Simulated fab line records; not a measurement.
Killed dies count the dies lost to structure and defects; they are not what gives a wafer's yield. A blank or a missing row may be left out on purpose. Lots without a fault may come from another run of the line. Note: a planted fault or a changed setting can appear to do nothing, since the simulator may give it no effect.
Matching of chambers ; flow n5-finfet ; N5_BEOL_M0_SAQP_STRIP_108 on rie-diel-04: 4 sister chambers
The step strips in N2/H2. 14 wafers are shown with their chamber, then 7 later ones without.

WAFERS WITH THEIR CHAMBER
wafer;chamber;showerhead-plenum-p-Torr (Torr);throttle-valve-pct (%);oes-product-au (a.u.)
L074.2;1;3.47;19.4;0.70
L074.4;0;3.20;19.4;0.72
L074.6;1;3.47;19.4;0.70
L086.1;1;3.46;19.4;0.68
L086.3;2;3.34;18.5;0.73
L086.5;2;3.34;18.5;0.73
L088.2;3;3.55;19.1;0.87
L088.4;1;3.46;19.4;0.67
L088.5;2;3.34;18.5;0.74
L089.4;3;3.55;19.2;0.86
L089.5;3;3.55;19.1;0.86
L089.6;0;3.19;19.4;0.69
L090.1;1;3.45;19.4;0.67
L090.3;3;3.55;19.2;0.85

SIGNATURES (averages over the wafers above)
reading;chamber 0;chamber 1;chamber 2;chamber 3;scatter within a chamber
showerhead-plenum-p-Torr;3.1950;3.4620;3.3400;3.5500;0.00574
throttle-valve-pct;19.400;19.400;18.500;19.150;0.0316
oes-product-au;0.7050;0.6840;0.7333;0.8600;0.0128
Rule: a wafer lies at a distance from a chamber equal to the root of the sum of squares, over the readings, of (its reading less the chamber's mean, divided by the reading's scatter). The wafer belongs to the nearest chamber; if the next one is less than 2 further off, it can't be placed. The scatter is the square root of a quotient: the sum, over the shown wafers, of each reading's squared deviation from its chamber's mean, divided by wafers minus chambers.

WAFERS WHOSE CHAMBER IS MISSING
wafer;showerhead-plenum-p-Torr (Torr);throttle-valve-pct (%);oes-product-au (a.u.)
L090.5;3.55;19.2;0.86
L092.2;3.45;19.4;0.67
L092.3;3.34;18.5;0.72
L092.6;3.45;19.4;0.67
L093.2;3.33;18.5;0.74
L093.3;3.45;19.4;0.67
L093.5;3.45;19.4;0.67

WHICH CHAMBER EACH ONE RAN IN
wafer;from the rows above;in truth
L090.5;3;3
L092.2;1;1
L092.3;2;2
L092.6;1;1
L093.2;2;2
L093.3;1;1
L093.5;1;1
Correct placement for 7 of the 7. Number that these rows cannot place: 0. Wrongly placed: 0.
